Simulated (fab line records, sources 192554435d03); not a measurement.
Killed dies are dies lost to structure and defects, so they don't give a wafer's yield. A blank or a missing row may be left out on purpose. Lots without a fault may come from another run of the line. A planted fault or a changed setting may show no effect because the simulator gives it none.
A struck lot beside a sound one | flow n5_finfet | 26 steps out of a route of 1938
Sound: wafers L600.1, L600.3, L600.4. Struck: wafers L588.2, L588.3. The cause comes at the end.
At each step with rows: each side's tool, then ch and its chambers, then its first start. Under that, the readings that differ: sound wafers | struck wafers | difference of the means | sigmas: that difference in standard deviations of wafers without a fault.
alike: readings whose means differ by less than 2 such deviations, and words and numbers that are the same on both sides. not compared: withheld readings, readings that some wafer has no value for, bounds like >300 that may hide the same value, and numbers for which the record gives no deviation and whose values overlap.
The two part at a step that has a row with sigmas, a row that says differs or no value, or rows on one side only. Numbers that don't overlap but have no deviation are shown without sigmas and don't part them. A reading that every wafer of one side lacks parts them only if that side has two wafers or more.

first, 9 steps without rows for these wafers: N5_BEOL_M0_SAQP_EXPOSE_11 (exposes mask M0 CORE, target cd 42 nm); N5_BEOL_M0_SAQP_PEB_12 (peb time 60 s); N5_BEOL_M0_SAQP_DEVELOP_13 (develop time 30 s); N5_BEOL_M0_SAQP_DESCUM_19 (chemistry O2, time 7.9 s); N5_BEOL_M0_SAQP_ETCH_83 (etches SiARC in CF4, target depth 39 nm, time 65 s); N5_BEOL_M0_SAQP_ETCH_84 (etches SOC in N2/H2, target depth 100 nm, overetch 20 nm, time 150 s); N5_BEOL_M0_SAQP_STRIP_80 (strips in N2/H2); N5_BEOL_M0_SAQP_HM_OPEN_112 (chemistry CHF3/O2, target SiO2, stops on a-Si, target depth 12 nm, time 13.5 s); N5_BEOL_M0_SAQP_STRIP_113 (strips in CHF3/O2).
N5_BEOL_M0_SAQP_MANDREL_ETCH_20: etches a-Si in HBr/Cl2, stops on SiNx, target depth 60 nm, bt time 10 s, time 30 s.
  sound on rie_si-06 ch 0,1,3, day 9 09:39; struck on rie_si-05 ch 1,2, day 6 06:36
  reading                                       | sound          | struck    | difference | sigmas
  model.SOC_of_BEOL_M0_SAQP_COAT_81.thk_nm (nm) | 76.6 77.4 77.6 | 81.6 81.6 | +4.4       |
  alike: drypump_motor_current_A, oes_product_au, throttle_valve_pct
  not compared: rf_hours_counter_h, model.SiNx_of_BEOL_M0_SAQP_PECVD_97.thk_nm
then, 12 steps without rows for these wafers: N5_BEOL_M0_SAQP_STRIP_86 (strips in N2/H2); N5_BEOL_M0_SAQP_STRIP_115 (strips in post etch residue remover, time 60 s); N5_BEOL_M0_SAQP_SRD_93 (time 30 s); N5_BEOL_M0_SAQP_RECESS_114 (chemistry HF/NH3, target SiO2, target depth 14.4 nm, afs cycles 3, sublimation time 60 s); N5_BEOL_M0_SAQP_SPACER1_ALD_98 (deposits SiO2, target thk 12.8 nm, pulse time 1 s, purge time 2 s); N5_BEOL_M0_SAQP_SPACER1_ETCHBACK_99 (etches SiO2 in CHF3/O2, target depth 15.4 nm, time 7.7 s); N5_BEOL_M0_SAQP_MANDREL1_REMOVE_100 (chemistry HBr/Cl2/O2, target a-Si, stops on SiNx, bt time 10 s); N5_BEOL_M0_SAQP_ETCH_101 (etches SiNx in CH3F/O2, target depth 29.9 nm, time 42.7 s); N5_BEOL_M0_SAQP_ETCH_102 (etches SiO2 in CF4, target depth 4 nm, time 4.4 s); N5_BEOL_M0_SAQP_MANDREL_ETCH_103 (etches a-Si in HBr/Cl2, stops on SiCN, target depth 45 nm, bt time 10 s, time 27 s); N5_BEOL_M0_SAQP_RECESS_104 (chemistry HF/NH3, target SiO2, target depth 18 nm, afs cycles 3, sublimation time 60 s); N5_BEOL_M0_SAQP_COAT_105 (time 60 s, resist thk 100 nm).
N5_BEOL_M0_SAQP_ETCH_106: etches SOC in N2/H2, stops on SiNx, target depth 150 nm.
  sound on rie_diel-04 ch 0,2, day 9 12:25; struck on rie_diel-05 ch 0,2, day 6 08:50
  alike: drypump_motor_current_A, oes_product_au, rf_vpp_V, showerhead_plenum_p_Torr, throttle_valve_pct
  not compared: rf_hours_counter_h, model.SiNx_of_BEOL_M0_SAQP_PECVD_97.thk_nm
then, 1 step without rows for these wafers: N5_BEOL_M0_SAQP_ETCH_107 (etches SiNx in CH3F/O2, target depth 30 nm).
-- the record jumps here: 2 days lie between the struck wafers' starts before and after (it left off in module BEOL_M0_SAQP and takes up again in module BEOL_M4, whose first step shown is number 1111 of the route) --
N5_BEOL_M4_RC_MEAS_101:
  sound on prober-01 ch 0, day 11 17:55; struck on prober-01 ch 0, day 8 15:28
  alike: DIBL_N, DIBL_P, IOFF_N, IOFF_P, ION_N, ION_P, SS_N, SS_P, VT_N, VT_P
N5_PASSIVATION_PROBE_49:
  the record has rows for the sound wafers here (prober-02, day 15 22:05) and none for the struck ones

WHERE THEY PART
Only at N5_PASSIVATION_PROBE_49, within this record.

WHY: what the simulator had put in
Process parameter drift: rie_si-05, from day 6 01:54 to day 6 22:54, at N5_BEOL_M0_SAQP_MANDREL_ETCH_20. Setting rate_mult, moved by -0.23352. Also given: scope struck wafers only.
